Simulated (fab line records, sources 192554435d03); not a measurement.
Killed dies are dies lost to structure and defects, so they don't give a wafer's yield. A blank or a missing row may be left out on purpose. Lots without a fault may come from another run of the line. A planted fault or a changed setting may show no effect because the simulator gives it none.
Chamber matching | flow n5_finfet | N5_BEOL_M0_CO_CAP_123 on cvd_co-02: 3 sister chambers
The step material Co, precursor CCTBA/H2, target thk 2 nm, time 102.1 s. 6 wafers are shown with their chamber, then 12 later ones without.

WAFERS WITH THEIR CHAMBER
wafer  | chamber | heater_power_w (W)
L086.4 | 0       | 255
L087.3 | 1       | 206
L087.4 | 2       | 257
L088.2 | 0       | 242
L088.5 | 1       | 202
L088.6 | 2       | 264

WAFERS WITHOUT THEIR CHAMBER
wafer  | heater_power_w (W)
L089.2 | 258
L089.3 | 202
L089.6 | 201
L091.2 | 203
L091.4 | 204
L091.5 | 255
L093.1 | 259
L093.3 | 207
L093.5 | 204
L095.2 | 248
L095.3 | 257
L095.5 | 259

WHICH CHAMBER EACH WENT THROUGH
wafer  | from the rows above     | in truth
L089.2 | can't be placed: 2 or 0 | 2
L089.3 | 1                       | 1
L089.6 | 1                       | 1
L091.2 | 1                       | 1
L091.4 | 1                       | 1
L091.5 | can't be placed: 2 or 0 | 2
L093.1 | can't be placed: 2 or 0 | 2
L093.3 | 1                       | 1
L093.5 | 1                       | 1
L095.2 | can't be placed: 0 or 2 | 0
L095.3 | can't be placed: 2 or 0 | 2
L095.5 | can't be placed: 2 or 0 | 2
Placed correctly: 6 of 12. Can't be placed from these rows: 6 (the true chamber is among the candidates in 6). Placed wrongly: 0.
How it was worked out, from the rows above alone: a wafer's distance from a chamber is the root of the sum, over the readings, of the square of ((its reading less the chamber's mean) divided by the reading's scatter). The wafer belongs to the nearest chamber; if the next one is less than 2 further off, it can't be placed. A chamber's mean is the mean of its shown wafers. The scatter: the root of (the sum of the squares of (reading less its chamber's mean) over the shown wafers, divided by (wafers less chambers)).
